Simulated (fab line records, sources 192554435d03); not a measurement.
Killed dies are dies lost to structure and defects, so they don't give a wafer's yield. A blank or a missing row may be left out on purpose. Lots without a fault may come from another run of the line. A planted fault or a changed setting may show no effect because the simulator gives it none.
Which tool did it? | flow n5_finfet | 9 lots, 27 wafers sampled, at 5 steps of a route of 1938

WHAT THE GAUGES READ, wafer by wafer
N5_WELL_APT_CD_MEAS_25: target cd 200 nm. Usual: cd_nm 199.6 nm, standard deviation 1.5.
lot  | measured    | on        | cd_nm (nm)        | flag
L831 | day 1 21:01 | cd_sem-03 | 199.4 200.2 198.4 |
L832 | day 2 03:20 | cd_sem-01 | 204.0 202.2 202.1 |
L833 | day 2 08:56 | cd_sem-02 | 200.5 198.0 199.6 |
L834 | day 2 14:56 | cd_sem-02 | 199.2 199.4 200.2 |
L838 | day 3 15:07 | cd_sem-01 | 202.7 203.4 204.1 |
L844 | day 5 03:16 | cd_sem-02 | 201.4 201.5 201.3 |
L846 | day 5 14:56 | cd_sem-01 | 199.8 200.6 199.5 |
L847 | day 5 21:04 | cd_sem-01 | 200.6 200.8 200.6 |
L851 | day 6 21:01 | cd_sem-02 | 199.0 200.4 200.3 |

N5_PMOS_HMC_CHANNEL_EPI_CD_MEAS_09: target cd 237.4 nm. Usual: cd_nm 237.1 nm, standard deviation 0.68.
lot  | measured    | on        | cd_nm (nm)        | flag
L831 | day 1 23:13 | cd_sem-02 | 238.9 237.2 238.3 |
L832 | day 2 05:34 | cd_sem-02 | 237.6 238.3 238.1 |
L833 | day 2 11:19 | cd_sem-02 | 236.6 236.8 238.1 |
L834 | day 2 17:04 | cd_sem-01 | 237.0 237.4 237.8 |
L838 | day 3 17:31 | cd_sem-02 | 236.7 237.7 238.0 |
L844 | day 5 05:35 | cd_sem-02 | 236.7 237.1 236.4 |
L846 | day 5 17:19 | cd_sem-02 | 236.7 236.9 237.8 |
L847 | day 5 23:08 | cd_sem-03 | 236.8 237.4 237.2 |
L851 | day 6 23:13 | cd_sem-03 | 236.7 237.6 236.7 |

N5_BEOL_M4_RC_MEAS_101. Usual: DIBL_N 36.4 mV/V, standard deviation 1.4; DIBL_P 36.3 mV/V, standard deviation 1.8; IOFF_N 0.163 nA/um, standard deviation 0.024; IOFF_P 0.21 nA/um, standard deviation 0.034; ION_N 673 uA/um, standard deviation 11; ION_P 461 uA/um, standard deviation 7.4; SS_N 71.6 mV/dec, standard deviation 0.52; SS_P 73.3 mV/dec, standard deviation 0.58; VT_N 249.4 mV, standard deviation 2.5; VT_P -250 mV, standard deviation 3.5.
lot  | measured     | on        | DIBL_N (mV/V)  | DIBL_P (mV/V)  | IOFF_N (nA/um)    | IOFF_P (nA/um) | ION_N (uA/um) | ION_P (uA/um) | SS_N (mV/dec)  | SS_P (mV/dec)  | VT_N (mV)         | VT_P (mV)      | flag
L831 | day 8 02:40  | prober-02 | 37.2 36.7 37.6 | 37.1 37.9 37.5 | 0.176 0.180 0.190 | 0.21 0.23 0.22 | 668 684 673   | 451 467 456   | 71.9 71.8 71.6 | 73.0 73.3 72.7 | 248.3 248.2 248.1 | -249 -249 -249 |
L832 | day 8 07:10  | prober-01 | 37.2 37.2 37.5 | 38.0 37.4 38.2 | 0.170 0.169 0.181 | 0.25 0.24 0.24 | 663 668 666   | 456 462 459   | 71.9 71.2 71.9 | 73.8 73.4 73.8 | 245.9 249.0 246.9 | -246 -248 -248 |
L833 | day 8 18:12  | prober-02 | 36.8 36.2 35.0 | 37.2 36.3 35.3 | 0.173 0.167 0.147 | 0.19 0.19 0.17 | 674 685 668   | 449 455 453   | 71.8 71.4 71.9 | 73.8 72.5 72.8 | 246.7 246.7 251.3 | -254 -254 -254 |
L834 | day 9 00:22  | prober-02 | 34.6 36.9 37.7 | 33.8 36.4 38.1 | 0.118 0.154 0.176 | 0.20 0.25 0.27 | 651 661 682   | 458 462 477   | 70.6 72.2 72.1 | 72.5 72.9 74.1 | 254.1 247.8 249.6 | -248 -247 -243 |
L838 | day 9 20:26  | prober-02 | 36.0 35.0 36.5 | 36.8 35.7 37.7 | 0.169 0.145 0.174 | 0.23 0.21 0.26 | 665 666 680   | 461 457 475   | 72.1 71.0 71.9 | 73.5 73.2 73.9 | 248.2 248.0 247.9 | -247 -249 -244 |
L844 | day 11 17:55 | prober-01 | 35.4 35.2 37.6 | 36.1 35.5 38.1 | 0.172 0.160 0.204 | 0.22 0.21 0.25 | 688 664 683   | 466 464 463   | 72.0 70.9 71.9 | 73.5 73.1 74.3 | 246.6 251.5 245.7 | -246 -246 -245 |
L846 | day 11 21:12 | prober-02 | 37.7 35.0 35.7 | 35.9 33.7 33.7 | 0.174 0.124 0.138 | 0.21 0.17 0.17 | 663 661 653   | 451 455 448   | 72.5 71.4 71.8 | 73.4 73.3 72.7 | 252.2 254.1 252.6 | -249 -250 -256 |
L847 | day 12 02:36 | prober-01 | 36.4 34.9 35.2 | 37.2 35.6 36.2 | 0.175 0.147 0.153 | 0.22 0.19 0.19 | 676 683 682   | 461 465 468   | 71.5 70.5 70.8 | 73.4 72.6 72.1 | 248.3 248.1 249.0 | -248 -251 -251 |
L851 | day 13 15:14 | prober-02 | 35.1 36.0 35.1 | 34.8 35.2 35.0 | 0.137 0.146 0.142 | 0.19 0.20 0.20 | 665 666 662   | 460 455 456   | 70.9 71.1 70.9 | 73.0 72.9 72.6 | 250.8 251.1 248.0 | -250 -250 -248 |

WHICH TOOL RAN EACH LOT (tool, then ch and the chambers of the sampled wafers, then the start)
lot  | N5_WELL_APT_COAT_19              | N5_WELL_APT_DESCUM_30
L831 | litho_track-01 ch 0, day 1 20:37 | rie_diel-06 ch 0,1,3, day 1 21:06
L832 | litho_track-03 ch 0, day 2 02:56 | rie_diel-03 ch 0,1, day 2 03:25
L833 | litho_track-04 ch 0, day 2 08:32 | rie_diel-06 ch 0,3, day 2 09:01
L834 | litho_track-01 ch 0, day 2 14:32 | rie_diel-04 ch 0,1,3, day 2 15:03
L838 | litho_track-01 ch 0, day 3 14:43 | rie_diel-03 ch 1,2, day 3 15:12
L844 | litho_track-01 ch 0, day 5 02:52 | rie_diel-03 ch 1,3, day 5 03:31
L846 | litho_track-04 ch 0, day 5 14:33 | rie_diel-06 ch 1,2, day 5 15:02
L847 | litho_track-04 ch 0, day 5 20:48 | rie_diel-04 ch 1,3, day 5 21:09
L851 | litho_track-04 ch 0, day 6 20:44 | rie_diel-04 ch 1,2, day 6 21:05
- N5_WELL_APT_COAT_19: resist thk 950 nm.
- N5_WELL_APT_DESCUM_30: chemistry O2, time 7.9 s.

WHAT THE TOOLS THEMSELVES READ (means of the sampled wafers that have a number; where no wafer has one, the mark that the record gives instead)
N5_WELL_APT_COAT_19. Usual: spin_speed_rpm 1357.0 rpm, standard deviation 1.1.
lot  | tool           | spin_speed_rpm (rpm) | flag
L831 | litho_track-01 | 1356.9               |
L832 | litho_track-03 | 1357.2               |
L833 | litho_track-04 | 1356.2               |
L834 | litho_track-01 | 1357.7               |
L838 | litho_track-01 | 1483.0               | OFF
L844 | litho_track-01 | 1482.5               | OFF
L846 | litho_track-04 | 1356.5               |
L847 | litho_track-04 | 1357.3               |
L851 | litho_track-04 | 1357.4               |

N5_WELL_APT_DESCUM_30. Usual: chamber_pressure_mTorr 20.000 mTorr, standard deviation 0.017; drypump_motor_current_A 5.6 A, standard deviation 0.38; oes_product_au 0.79 a.u., standard deviation 0.092; rf_vpp_V 243.6 V, standard deviation 1.3; showerhead_plenum_p_Torr 2.12 Torr, standard deviation 0.068; throttle_valve_pct 20.4 %, standard deviation 0.31.
lot  | tool        | chamber_pressure_mTorr (mTorr) | drypump_motor_current_A (A) | oes_product_au (a.u.) | rf_vpp_V (V) | showerhead_plenum_p_Torr (Torr) | throttle_valve_pct (%) | flag
L831 | rie_diel-06 | 20.009                         | 5.7                         | 0.78                  | 243.1        | 2.10                            | 20.4                   |
L832 | rie_diel-03 | 19.982                         | 5.3                         | 0.72                  | 243.1        | 2.09                            | 20.6                   |
L833 | rie_diel-06 | 20.018                         | 6.2                         | 0.75                  | 244.5        | 2.15                            | 20.3                   |
L834 | rie_diel-04 | 19.986                         | 5.5                         | 0.76                  | 245.0        | 2.18                            | 20.5                   |
L838 | rie_diel-03 | 20.005                         | 5.7                         | 0.71                  | 241.5        | 2.01                            | 20.4                   |
L844 | rie_diel-03 | 19.979                         | 5.6                         | 0.71                  | 243.1        | 2.10                            | 20.7                   |
L846 | rie_diel-06 | 20.008                         | 5.1                         | 0.82                  | 242.9        | 2.03                            | 20.6                   |
L847 | rie_diel-04 | 19.995                         | 5.6                         | 0.86                  | 244.2        | 2.14                            | 20.1                   |
L851 | rie_diel-04 | 19.985                         | 5.7                         | 0.82                  | 244.0        | 2.14                            | 20.1                   |

THE ANSWER, worked out from the rows above alone
Rule: a lot is off if the mean of its wafers that have a number lies more than 3 standard deviations from the usual mean. A lot without any number at a reading at which 4 lots or more have one is off too. The other lots that the step has rows for count as sound. The gauges are gone through in route order, then the tools' own readings, and for those a lot's mean is taken as printed above. The first step at which some lot is off is used, and at that step the reading that is off furthest; a lot without a number counts as furthest.
Off: L838, L844, at N5_WELL_APT_COAT_19 (spin_speed_rpm).
A tool fits if, at that step or a process step before it, it ran every lot that is off, and no sound lot after the first of them. One fits: litho_track-01 at N5_WELL_APT_COAT_19. Its last sound lot is L834 (day 2 14:32), its first lot that is off L838 (day 3 14:43): a fault that began between those two fits.
The tool's own readings at N5_WELL_APT_COAT_19 bear it out: on the lots that are off they differ by more than 5 times the standard deviation of the sound lots' means. spin_speed_rpm reads 1482.8 rpm there against 1357.0 rpm on the sound lots.

WHAT THE SIMULATOR HAD PUT IN
Process parameter drift: litho_track-01, from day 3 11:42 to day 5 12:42, at N5_WELL_APT_COAT_19. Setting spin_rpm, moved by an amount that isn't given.
Lots struck among those shown: L838, L844. The rule above found the same.
